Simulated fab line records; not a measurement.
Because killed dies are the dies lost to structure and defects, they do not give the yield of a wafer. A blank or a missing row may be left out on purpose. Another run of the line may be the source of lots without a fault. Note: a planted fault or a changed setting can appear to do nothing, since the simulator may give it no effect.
The tool behind it: which one? ; flow nand-harc ; 23 lots, 69 wafers sampled, at 3 steps of a route of 1159

## WHAT EACH GAUGE READ, for each wafer
NHARC_P_M2_INSPECT_27.
lot;measured;on;raw-defect-count
L074;day 5 23:48;defect-inspect-02;391 315 669
L075;day 6 16:47;defect-inspect-02;298 342 201
L076;day 6 17:41;defect-inspect-02;301 238 455
L078;day 7 09:16;defect-inspect-02;374 190 414
L077;day 7 09:55;defect-inspect-02;309 136 209
L079;day 7 15:28;defect-inspect-02;522 773 500
L081;day 7 20:21;defect-inspect-02;279 221 478
L080;day 7 21:14;defect-inspect-02;610 336 555
L083;day 8 11:50;defect-inspect-02;269 465 288
L082;day 8 12:31;defect-inspect-02;178 300 387
L085;day 9 09:38;defect-inspect-01;393 630 248
L086;day 9 19:33;defect-inspect-01;424 418 268
L084;day 10 02:04;defect-inspect-01;366 320 253
L089;day 10 08:41;defect-inspect-01;370 330 314
L088;day 10 09:06;defect-inspect-02;261 330 260
L090;day 10 14:24;defect-inspect-02;358 259 186
L093;day 10 21:15;defect-inspect-02;278 371 373
L094;day 10 21:53;defect-inspect-01;255 191 404
L091;day 10 22:41;defect-inspect-01;234 308 469
L092;day 11 06:35;defect-inspect-02;286 208 266
L096;day 11 16:38;defect-inspect-02;241 225 270
L095;day 11 17:02;defect-inspect-01;319 409 668
L097;day 11 21:08;defect-inspect-02;485 535 314

## EACH LOT AND THE TOOL THAT RAN IT (in order: tool; ch and the chambers of the sampled wafers; start)
lot;NHARC_P_M0_STRIP_18;NHARC_P_M1_ETCH_35
L074;rie-diel-08 ch 1,2,3, day 5 13:08;rie-diel-03 ch 2,3, day 5 17:04
L075;rie-diel-09 ch 1,2, day 6 06:23;rie-diel-03 ch 0,1,3, day 6 10:01
L076;rie-diel-09 ch 0,1,2, day 6 07:03;rie-diel-01 ch 0,3, day 6 11:01
L078;rie-diel-10 ch 0,1, day 6 22:44;rie-diel-07 ch 2,3, day 7 02:29
L077;rie-diel-09 ch 1,2, day 6 23:08;rie-diel-01 ch 0,2, day 7 02:58
L079;rie-diel-09 ch 0,1,2, day 7 04:40;rie-diel-03 ch 0,1,3, day 7 08:28
L081;rie-diel-09 ch 0,2,3, day 7 09:39;rie-diel-01 ch 0,2,3, day 7 13:23
L080;rie-diel-09 ch 0,2,3, day 7 10:22;rie-diel-01 ch 0,1,3, day 7 14:21
L083;rie-diel-09 ch 0,2,3, day 8 01:16;rie-diel-01 ch 1,2, day 8 05:12
L082;rie-diel-10 ch 0,1,3, day 8 01:53;rie-diel-03 ch 0,2,3, day 8 05:45
L085;rie-diel-10 ch 1,2,3, day 8 22:49;rie-diel-03 ch 0,1, day 9 02:52
L086;rie-diel-09 ch 0,3, day 9 08:01;rie-diel-07 ch 0,2, day 9 12:50
L084;rie-diel-09 ch 0,2,3, day 9 15:43;rie-diel-03 ch 0,1,3, day 9 19:29
L089;rie-diel-09 ch 0,2, day 9 22:07;rie-diel-01 ch 0,1,2, day 10 01:55
L088;rie-diel-10 ch 0,1, day 9 22:19;rie-diel-07 ch 0,1,2, day 10 02:07
L090;rie-diel-10 ch 0,2,3, day 10 03:38;rie-diel-07 ch 1,2,3, day 10 07:20
L093;rie-diel-08 ch 1,2, day 10 10:26;rie-diel-03 ch 0,1, day 10 14:16
L094;rie-diel-08 ch 1,2,3, day 10 11:17;rie-diel-03 ch 1,2,3, day 10 14:56
L091;rie-diel-09 ch 0,3, day 10 11:35;rie-diel-01 ch 0,2,3, day 10 15:53
L092;rie-diel-08 ch 1,2, day 10 19:13;rie-diel-01 ch 0,3, day 10 23:37
L096;rie-diel-10 ch 0,2,3, day 11 05:31;rie-diel-03 ch 0,2,3, day 11 09:19
L095;rie-diel-09 ch 0,2,3, day 11 06:15;rie-diel-01 ch 0,1,3, day 11 10:01
L097;rie-diel-10 ch 1,2,3, day 11 10:34;rie-diel-03 ch 2,3, day 11 14:11
- NHARC_P_M0_STRIP_18: strips in N2/H2.
- NHARC_P_M1_ETCH_35: etches the open film in N2/H2, target depth 40 nm, overetch 12 nm, time 43.94 s.

## AS READ BY THE TOOLS THEMSELVES (means over the sampled wafers that have a number; for cases with no such wafer, the mark the record gives instead)
NHARC_P_M0_STRIP_18.
lot;tool;drypump-motor-current-A (A);oes-product-au (a.u.);rf-vpp-V (V);showerhead-plenum-p-Torr (Torr);throttle-valve-pct (%)
L074;rie-diel-08;5.6;1.011;90.3;2.02;14.171
L075;rie-diel-09;6.2;1.006;90.8;2.01;14.166
L076;rie-diel-09;6.1;0.996;90.6;1.99;14.168
L078;rie-diel-10;5.5;0.998;90.3;1.99;14.176
L077;rie-diel-09;6.1;1.002;90.6;1.99;14.174
L079;rie-diel-09;6.1;0.994;91.0;1.99;14.172
L081;rie-diel-09;6.2;1.003;91.2;2.03;14.175
L080;rie-diel-09;6.2;0.998;90.5;2.03;14.174
L083;rie-diel-09;6.2;0.997;90.7;2.03;14.166
L082;rie-diel-10;5.7;1.001;90.7;1.96;14.175
L085;rie-diel-10;5.8;0.998;89.5;1.97;14.174
L086;rie-diel-09;6.1;0.993;90.4;2.06;14.174
L084;rie-diel-09;6.1;0.996;89.6;2.03;14.174
L089;rie-diel-09;6.1;0.996;90.6;1.98;14.170
L088;rie-diel-10;5.4;0.996;90.8;1.98;14.176
L090;rie-diel-10;5.8;0.989;89.9;1.96;14.167
L093;rie-diel-08;5.8;0.996;90.3;2.01;14.183
L094;rie-diel-08;5.6;0.999;90.3;2.02;14.170
L091;rie-diel-09;6.2;0.992;91.0;2.06;14.169
L092;rie-diel-08;5.8;0.998;90.8;2.01;14.174
L096;rie-diel-10;5.8;0.979;90.9;1.96;14.170
L095;rie-diel-09;6.2;0.998;90.7;2.03;14.169
L097;rie-diel-10;5.9;0.999;90.5;1.97;14.165

NHARC_P_M1_ETCH_35.
lot;tool;drypump-motor-current-A (A);oes-product-au (a.u.);rf-vpp-V (V);showerhead-plenum-p-Torr (Torr);throttle-valve-pct (%)
L074;rie-diel-03;5.1;1.002;430.6;2.06;14.170
L075;rie-diel-03;5.4;1.010;430.4;2.05;14.170
L076;rie-diel-01;6.0;1.005;428.9;1.96;14.167
L078;rie-diel-07;6.2;0.999;429.5;1.99;14.173
L077;rie-diel-01;5.8;0.998;431.3;2.06;14.170
L079;rie-diel-03;5.4;1.004;429.5;2.05;14.168
L081;rie-diel-01;5.9;0.999;429.1;2.02;14.177
L080;rie-diel-01;5.8;1.012;428.7;2.02;14.163
L083;rie-diel-01;5.7;1.008;432.0;2.11;14.166
L082;rie-diel-03;5.1;0.998;431.1;2.06;14.171
L085;rie-diel-03;5.6;1.001;431.2;2.03;14.170
L086;rie-diel-07;5.4;0.993;430.1;2.02;14.172
L084;rie-diel-03;5.4;1.004;430.6;2.05;14.169
L089;rie-diel-01;5.7;1.000;431.6;2.08;14.170
L088;rie-diel-07;5.6;1.001;429.4;2.02;14.178
L090;rie-diel-07;5.8;1.006;430.0;2.01;14.173
L093;rie-diel-03;5.2;1.000;431.3;2.06;14.168
L094;rie-diel-03;5.4;1.006;430.4;2.04;14.179
L091;rie-diel-01;5.9;1.010;429.8;2.02;14.181
L092;rie-diel-01;5.9;1.001;429.0;1.99;14.161
L096;rie-diel-03;5.1;1.005;430.7;2.06;14.176
L095;rie-diel-01;5.8;1.002;430.2;2.02;14.168
L097;rie-diel-03;5.1;0.994;431.1;2.05;14.173

## THE ANSWER, worked out from the rows above alone
Rule: the lots themselves supply what counts as usual. Put in order of their means at a reading, lots are off if they are a third of the lots or fewer, leave a main group of 4 or more, and stand apart from it by a gap of 3 or more times the standard deviation of the main group's means; of several such gaps the widest counts. If all means in a main group match to the digits the tables above print for the reading, that group is not used. A lot without any number at a reading at which 4 lots or more have one is off too. Where the step has rows for the other lots, those lots are counted as sound. First the gauges in route order, then the tools' own readings, where a lot's mean is used as printed above. The first step at which some lot is off is used, and at that step the reading that is off furthest; a lot without a number counts as furthest.
Nothing can be told from this: no lot is off at any reading shown.

## WHAT WAS PUT IN BY THE SIMULATOR
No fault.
